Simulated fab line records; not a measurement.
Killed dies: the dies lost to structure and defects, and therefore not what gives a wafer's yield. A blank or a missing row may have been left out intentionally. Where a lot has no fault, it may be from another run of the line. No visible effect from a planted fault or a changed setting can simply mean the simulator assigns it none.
Code-filled problem report in 8D (eight disciplines) form    flow nandHarc    the parts of the form that need people (team, actions taken, sign-off) are left out

1. THE ISSUE
A mean of 108 is read at NHARC_END_SORT_01 for killedAtArray, taken on 1 wafer of 1 lot, against 27 (standard deviation 11) on wafers free of any fault. That puts it +7.4 standard deviations away from the usual mean.
First observed at day 22 05:55: wafer L615.1, on prober-02. The record holds 3 wafers of 1 lot with a number at this step. Rule for "out", or "out of limits": more than 4 standard deviations from the usual mean. Any other wafer with a number is counted as sound.

2. WHAT THIS IS AND IS NOT
question                     is                         is not
which readings at this step  killedAtArray, killedDies  killedAtOther, killedAtPeriphery, killedOpen, killedShort
which lots                   L615                       -
which wafers of those lots   L615.1                     L615.2, L615.3
read on which gauges         prober-02                  -
when                         from day 22 05:55          up to then (0 sound wafers); but 2 sound wafers of L615 came after

3. THE SUSPECTS, EACH WITH WHAT RULES IT OUT
Counting: any tool at a process step up to the reading remains a suspect provided it ran every lot that is out. Sound lots after the first of them don't rule it out here, since some wafers of a struck lot are sound.
- the gauge at NHARC_END_SORT_01: kept. All the wafers that are out were read on prober-02, and no step on other tools shows them out.
- rieDiel-03 at NHARC_A_CONTACT_ETCH_102 (etches the open film in CF4/O2, target depth 70 nm, overetch 7 nm, time 38.5 s): kept. It ran the lot that is out, L615 (day 18 18:19).
- pvdSputter-02 at NHARC_THIN_TSV_DEGAS_53 (time 60 s): kept. It ran the lot that is out, L615 (day 21 08:08).
- rieDiel-11 at NHARC_THIN_TSV_DESCUM_35 (chemistry O2, time 3 s): kept. It ran the lot that is out, L615 (day 21 09:19).
- plasmaAsher-02 at NHARC_THIN_TSV_STRIP_56 (strips in O2): kept. It ran the lot that is out, L615 (day 21 10:02).
- Within rieDiel-03 at NHARC_A_CONTACT_ETCH_102: the wafers that are out ran in chamber 2; their sound lot-mates ran in chambers 0, 3.
- Within rieDiel-11 at NHARC_THIN_TSV_DESCUM_35: the wafers that are out ran in chamber 1; their sound lot-mates ran in chambers 0, 2.
Left after counting: rieDiel-03 at NHARC_A_CONTACT_ETCH_102, pvdSputter-02 at NHARC_THIN_TSV_DEGAS_53, rieDiel-11 at NHARC_THIN_TSV_DESCUM_35, plasmaAsher-02 at NHARC_THIN_TSV_STRIP_56, prober-02 at NHARC_END_SORT_01.

4. THE CAUSE (what the simulator had put in)
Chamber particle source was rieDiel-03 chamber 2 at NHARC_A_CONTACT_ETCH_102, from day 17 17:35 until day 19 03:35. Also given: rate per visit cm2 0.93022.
Of the 5 suspects that counting leaves, this tool is one.

5. SEQUENCE OF EFFECTS, ordered by route
Each row: a reading whose mean over the struck wafers that have a number lies more than 3 standard deviations from the usual. Readings are gone through only where the record gives a usual standard deviation; hours: the median, over the lots, of the time from a lot's start at the first step in this table giving one to that lot's start at this step; sigmas: the change measured in usual standard deviations.
hours  step               reading        usual  on struck wafers  change  sigmas
0      NHARC_END_SORT_01  killedAtArray  27     108               +81     +7.4
0      NHARC_END_SORT_01  killedDies     32     108               +76     +6.9

6. HOW IT WOULD HAVE BEEN CAUGHT EARLIER
108 hours passed between the start of the fault at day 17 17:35 and the first reading out of limits at a measuring or inspecting step in this record, taken at day 22 05:55.
An alarm limit of 4 standard deviations would not have fired on the tool readings at NHARC_A_CONTACT_ETCH_102 for which the record gives a usual standard deviation, since none of them was out on any struck wafer.
Lots out: 1; all had begun NHARC_A_CONTACT_ETCH_102 on rieDiel-03 by day 22 05:55. Had the tool been put on hold then, not one of them would have been saved.
